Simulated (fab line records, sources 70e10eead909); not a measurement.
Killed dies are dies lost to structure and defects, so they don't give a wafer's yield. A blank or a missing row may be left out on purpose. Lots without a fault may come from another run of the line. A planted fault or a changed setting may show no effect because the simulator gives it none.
Which tool did it? | flow nand_harc | 11 lots, 33 wafers sampled, at 7 steps of a route of 1302

WHAT THE GAUGES READ, wafer by wafer
NHARC_P_M0_CD_MEAS_09: target cd 90 nm. Usual: cd_nm 89.8 nm, standard deviation 0.68.
lot  | measured     | on        | cd_nm (nm)     | flag
L804 | day 6 12:29  | cd_sem-01 | 90.2 89.6 89.2 |
L805 | day 6 16:30  | cd_sem-03 | 89.2 89.3 89.4 |
L806 | day 7 06:46  | cd_sem-01 | 88.1 91.1 89.2 |
L807 | day 7 16:05  | cd_sem-01 | 90.0 91.0 90.4 |
L811 | day 9 08:19  | cd_sem-03 | - - -          | OFF
L816 | day 12 02:11 | cd_sem-02 | 89.3 89.2 89.3 |
L818 | day 12 03:31 | cd_sem-02 | 90.7 90.7 90.4 |
L820 | day 13 02:10 | cd_sem-03 | 91.0 91.7 90.3 |
L821 | day 13 18:02 | cd_sem-03 | 90.3 90.6 90.3 |
L823 | day 14 09:09 | cd_sem-02 | 90.6 89.9 89.6 |
L826 | day 15 16:14 | cd_sem-01 | 89.6 89.2 88.7 |

NHARC_P_M0_CD_MEAS_16. Usual: cd_nm 89.6 nm, standard deviation 0.93.
lot  | measured     | on        | cd_nm (nm)     | flag
L804 | day 6 12:58  | cd_sem-01 | 90.0 90.0 89.0 |
L805 | day 6 16:59  | cd_sem-02 | 88.8 89.0 88.5 |
L806 | day 7 07:14  | cd_sem-01 | 88.2 90.1 88.9 |
L807 | day 7 16:38  | cd_sem-03 | 90.7 91.0 90.5 |
L811 | day 9 08:47  | cd_sem-03 | - - -          | OFF
L816 | day 12 02:40 | cd_sem-03 | 89.5 89.4 88.7 |
L818 | day 12 04:00 | cd_sem-02 | 90.6 90.1 91.3 |
L820 | day 13 02:39 | cd_sem-01 | 90.4 92.0 90.8 |
L821 | day 13 18:31 | cd_sem-02 | 90.6 90.2 89.2 |
L823 | day 14 09:40 | cd_sem-03 | 90.1 90.2 90.3 |
L826 | day 15 16:48 | cd_sem-03 | 88.8 88.4 88.3 |

NHARC_END_SORT_01. Usual: defect_limited_yield 91.4 %, standard deviation 2.7; killed_at_array 53, standard deviation 19; killed_at_other 0.7, standard deviation 1.1; killed_at_periphery 4.2, standard deviation 2.7; killed_dies 58, standard deviation 18; killed_open 3.1, standard deviation 1.9; killed_short 2.5, standard deviation 1.6; sort_bin_2_pct 3.0 %, standard deviation 1.2; sort_bin_3_pct 0.7 %, standard deviation 0.41; sort_bin_4_pct 4.9 %, standard deviation 1.5; sort_n_pass 619, standard deviation 18; sort_rim_yield_pct 90 %, standard deviation 4.1; sort_yield_pct 91.4 %, standard deviation 2.7.
lot  | measured     | on        | defect_limited_yield (%) | killed_at_array | killed_at_other | killed_at_periphery | killed_dies | killed_open | killed_short | sort_bin_2_pct (%) | sort_bin_3_pct (%) | sort_bin_4_pct (%) | sort_n_pass | sort_rim_yield_pct (%) | sort_yield_pct (%) | flag
L816 | day 30 04:57 | prober-01 | 91.4 92.6 92.9           | 51 49 45        | 0 0 0           | 7 1 3               | 58 50 48    | 7 0 4       | 1 3 1        | 3.0 1.9 3.0        | 0.3 0.7 0.4        | 5.3 4.7 3.7        | 619 627 629 | 95 85 92               | 91.4 92.6 92.9     |
L818 | day 29 20:06 | prober-01 | 90.4 88.2 89.5           | 60 76 64        | 2 0 0           | 3 4 7               | 65 80 71    | 3 3 3       | 5 4 4        | 3.7 4.1 4.7        | 0.9 0.9 0.3        | 5.0 6.8 5.5        | 612 597 606 | 90 91 88               | 90.4 88.2 89.5     |
L820 | day 30 13:05 | prober-02 | 91.7 91.6 89.8           | 49 52 62        | 0 1 0           | 7 4 7               | 56 57 69    | 2 3 3       | 2 2 2        | 1.9 3.2 3.8        | 0.7 0.3 0.4        | 5.6 4.9 5.9        | 621 620 608 | 89 85 90               | 91.7 91.6 89.8     |
L823 | day 33 03:59 | prober-02 | 94.4 94.2 93.9           | 30 34 31        | 1 2 1           | 7 3 9               | 38 39 41    | 1 3 5       | 1 2 2        | 2.1 1.8 1.8        | 0.1 0 0            | 3.4 4.0 4.3        | 639 638 636 | 94 94 92               | 94.4 94.2 93.9     |

WHICH TOOL RAN EACH LOT (tool, then ch and the chambers of the sampled wafers, then the start)
lot  | NHARC_P_M0_EXPOSE_06               | NHARC_P_M0_DEGAS_28          | NHARC_P_M0_PRE_CLEAN_29                 | NHARC_P_M0_ANNEAL_30
L804 | arfi_scanner-03 ch 0, day 6 12:20  | pvd_sputter-03, day 6 13:38  | pvd_sputter-03, day 6 14:22 or earlier  | rtp_anneal-01 ch 0, day 6 14:22
L805 | arfi_scanner-03 ch 0, day 6 16:22  | pvd_sputter-01, day 6 17:37  | pvd_sputter-01, day 6 18:23 or earlier  | rtp_anneal-01 ch 0, day 6 18:23
L806 | arfi_scanner-02 ch 0, day 7 06:37  | pvd_sputter-02, day 7 07:54  | pvd_sputter-02, day 7 08:41 or earlier  | rtp_anneal-02 ch 0, day 7 08:41
L807 | arfi_scanner-01 ch 0, day 7 15:56  | pvd_sputter-01, day 7 17:16  | pvd_sputter-01, day 7 18:00 or earlier  | rtp_anneal-02 ch 0, day 7 18:00
L811 | arfi_scanner-02 ch 0, day 9 08:10  | pvd_sputter-03, day 9 09:28  | pvd_sputter-03, day 9 10:15 or earlier  | rtp_anneal-02 ch 0, day 9 10:15
L816 | arfi_scanner-03 ch 0, day 12 02:03 | pvd_sputter-02, day 12 03:19 | pvd_sputter-02, day 12 04:07 or earlier | rtp_anneal-01 ch 0, day 12 04:07
L818 | arfi_scanner-01 ch 0, day 12 03:23 | pvd_sputter-01, day 12 04:37 | pvd_sputter-01, day 12 05:25 or earlier | rtp_anneal-01 ch 0, day 12 05:25
L820 | arfi_scanner-03 ch 0, day 13 02:01 | pvd_sputter-01, day 13 03:17 | pvd_sputter-01, day 13 04:03 or earlier | rtp_anneal-01 ch 0, day 13 04:03
L821 | arfi_scanner-01 ch 0, day 13 17:54 | pvd_sputter-01, day 13 19:09 | pvd_sputter-01, day 13 19:57 or earlier | rtp_anneal-02 ch 0, day 13 19:57
L823 | arfi_scanner-01 ch 0, day 14 09:01 | pvd_sputter-02, day 14 10:18 | pvd_sputter-02, day 14 11:06 or earlier | rtp_anneal-01 ch 0, day 14 11:06
L826 | arfi_scanner-01 ch 0, day 15 16:06 | pvd_sputter-02, day 15 17:25 | pvd_sputter-02, day 15 18:15 or earlier | rtp_anneal-01 ch 0, day 15 18:15
- NHARC_P_M0_EXPOSE_06: exposes mask P M0, target cd 90 nm.
- NHARC_P_M0_DEGAS_28: time 60 s.
- NHARC_P_M0_PRE_CLEAN_29: time 30 s.
- NHARC_P_M0_ANNEAL_30: time 90 s.

WHAT THE TOOLS THEMSELVES READ (means of the sampled wafers that have a number; where no wafer has one, the mark that the record gives instead)
NHARC_P_M0_DEGAS_28. Usual: heater_power_w 321 W, standard deviation 23; susceptor_temp_C 250.00 C, standard deviation 0.16.
lot  | tool           | heater_power_w (W) | susceptor_temp_C (C) | flag
L804 | pvd_sputter-03 | 319                | 249.77               |
L805 | pvd_sputter-01 | 311                | 249.92               |
L806 | pvd_sputter-02 | 329                | 250.02               |
L807 | pvd_sputter-01 | 322                | 250.02               |
L811 | pvd_sputter-03 | 308                | 249.95               |
L816 | pvd_sputter-02 | 334                | 250.13               |
L818 | pvd_sputter-01 | 332                | 250.08               |
L820 | pvd_sputter-01 | 312                | 249.88               |
L821 | pvd_sputter-01 | 313                | 250.06               |
L823 | pvd_sputter-02 | 319                | 250.04               |
L826 | pvd_sputter-02 | 344                | 250.19               |

NHARC_P_M0_PRE_CLEAN_29. Usual: heater_power_w 394 W, standard deviation 29; susceptor_temp_C 280.00 C, standard deviation 0.18.
lot  | tool           | heater_power_w (W) | susceptor_temp_C (C) | flag
L804 | pvd_sputter-03 | 390                | 279.98               |
L805 | pvd_sputter-01 | 383                | 279.83               |
L806 | pvd_sputter-02 | 436                | 280.11               |
L807 | pvd_sputter-01 | 385                | 279.99               |
L811 | pvd_sputter-03 | 361                | 280.02               |
L816 | pvd_sputter-02 | 411                | 279.99               |
L818 | pvd_sputter-01 | 378                | 280.04               |
L820 | pvd_sputter-01 | 401                | 280.06               |
L821 | pvd_sputter-01 | 407                | 280.03               |
L823 | pvd_sputter-02 | 401                | 279.91               |
L826 | pvd_sputter-02 | 407                | -                    | OFF

NHARC_P_M0_ANNEAL_30. Usual: wafer_temp_C_max 226.18, standard deviation 0.29.
lot  | tool          | wafer_temp_C_max | flag
L804 | rtp_anneal-01 | 226.61           |
L805 | rtp_anneal-01 | 226.43           |
L806 | rtp_anneal-02 | 226.23           |
L807 | rtp_anneal-02 | 226.28           |
L811 | rtp_anneal-02 | 226.04           |
L816 | rtp_anneal-01 | 226.43           |
L818 | rtp_anneal-01 | 226.24           |
L820 | rtp_anneal-01 | 226.30           |
L821 | rtp_anneal-02 | 226.02           |
L823 | rtp_anneal-01 | 226.27           |
L826 | rtp_anneal-01 | 226.23           |

THE ANSWER, worked out from the rows above alone
Rule: a lot is off if the mean of its wafers that have a number lies more than 3 standard deviations from the usual mean. A lot without any number at a reading at which 4 lots or more have one is off too. The other lots that the step has rows for count as sound. The gauges are gone through in route order, then the tools' own readings, and for those a lot's mean is taken as printed above. The first step at which some lot is off is used, and at that step the reading that is off furthest; a lot without a number counts as furthest.
Off: L811, at NHARC_P_M0_CD_MEAS_09 (cd_nm). Without a number there: L811.
A tool fits if, at a process step before that reading, it ran every lot that is off, and no sound lot after the first of them. The gauges at NHARC_P_M0_CD_MEAS_09 are tried like those tools. One fits: arfi_scanner-02 at NHARC_P_M0_EXPOSE_06. Its last sound lot is L806 (day 7 06:37), its first lot that is off L811 (day 9 08:10): a fault that began between those two fits.

WHAT THE SIMULATOR HAD PUT IN
Process parameter drift: arfi_scanner-02, from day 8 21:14 on, at NHARC_P_M0_EXPOSE_06. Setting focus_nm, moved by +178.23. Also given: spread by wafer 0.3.
Lots struck among those shown: L811. The rule above found the same.
